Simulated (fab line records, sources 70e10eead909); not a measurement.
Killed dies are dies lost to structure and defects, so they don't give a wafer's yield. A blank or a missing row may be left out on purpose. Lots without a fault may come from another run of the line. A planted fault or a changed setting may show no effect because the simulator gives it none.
Which tool did it? | flow nand_harc | 8 lots, 24 wafers sampled, at 2 steps of a route of 1302

WHAT THE GAUGES READ, wafer by wafer
NHARC_A_CHANNEL_HOLE_D1_CD_MEAS_10: target cd 100 nm.
lot  | measured     | on        | cd_nm (nm)
L364 | day 8 17:17  | cd_sem-03 | 99.9 99.5 99.7
L365 | day 9 09:09  | cd_sem-02 | 99.3 98.6 99.3
L368 | day 10 12:43 | cd_sem-03 | 99.8 98.5 99.4
L375 | day 13 05:08 | cd_sem-03 | 108.0 109.0 108.8
L377 | day 14 13:14 | cd_sem-01 | 106.5 105.8 106.8
L383 | day 16 20:07 | cd_sem-03 | 100.1 99.1 100.5
L385 | day 17 17:07 | cd_sem-03 | 98.2 97.8 98.6
L384 | day 17 18:23 | cd_sem-02 | 99.4 99.4 99.9

WHICH TOOL RAN EACH LOT (tool, then ch and the chambers of the sampled wafers, then the start)
lot  | NHARC_A_CHANNEL_HOLE_D1_PEB_08
L364 | litho_track-04 ch 0, day 8 17:13
L365 | litho_track-06 ch 0, day 9 09:04
L368 | litho_track-04 ch 0, day 10 12:38
L375 | litho_track-04 ch 0, day 13 05:04
L377 | litho_track-04 ch 0, day 14 13:10
L383 | litho_track-01 ch 0, day 16 20:02
L385 | litho_track-06 ch 0, day 17 17:02
L384 | litho_track-06 ch 0, day 17 18:19
- NHARC_A_CHANNEL_HOLE_D1_PEB_08: peb time 65 s.

THE ANSWER, worked out from the rows above alone
Rule: what is usual is taken from the lots themselves. Put in order of their means at a reading, lots are off if they are a third of the lots or fewer, leave a main group of 4 or more, and stand apart from it by a gap of 3 or more times the standard deviation of the main group's means; of several such gaps the widest counts. A main group whose means are all the same, to the digits that the tables above print for the reading, isn't used. A lot without any number at a reading at which 4 lots or more have one is off too. The other lots that the step has rows for count as sound.
Off: L375, L377, at NHARC_A_CHANNEL_HOLE_D1_CD_MEAS_10 (cd_nm). The main group: mean 99.3 nm, standard deviation 0.56.
A tool fits if, at a process step before that reading, it ran every lot that is off, and no sound lot after the first of them. The gauges at NHARC_A_CHANNEL_HOLE_D1_CD_MEAS_10 are tried like those tools. One fits: litho_track-04 at NHARC_A_CHANNEL_HOLE_D1_PEB_08. Its last sound lot is L368 (day 10 12:38), its first lot that is off L375 (day 13 05:04): a fault that began between those two fits.

WHAT THE SIMULATOR HAD PUT IN
Process parameter drift: litho_track-04, from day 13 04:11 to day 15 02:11, at NHARC_A_CHANNEL_HOLE_D1_PEB_08. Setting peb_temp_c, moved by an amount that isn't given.
Lots struck among those shown: L375, L377. The rule above found the same.
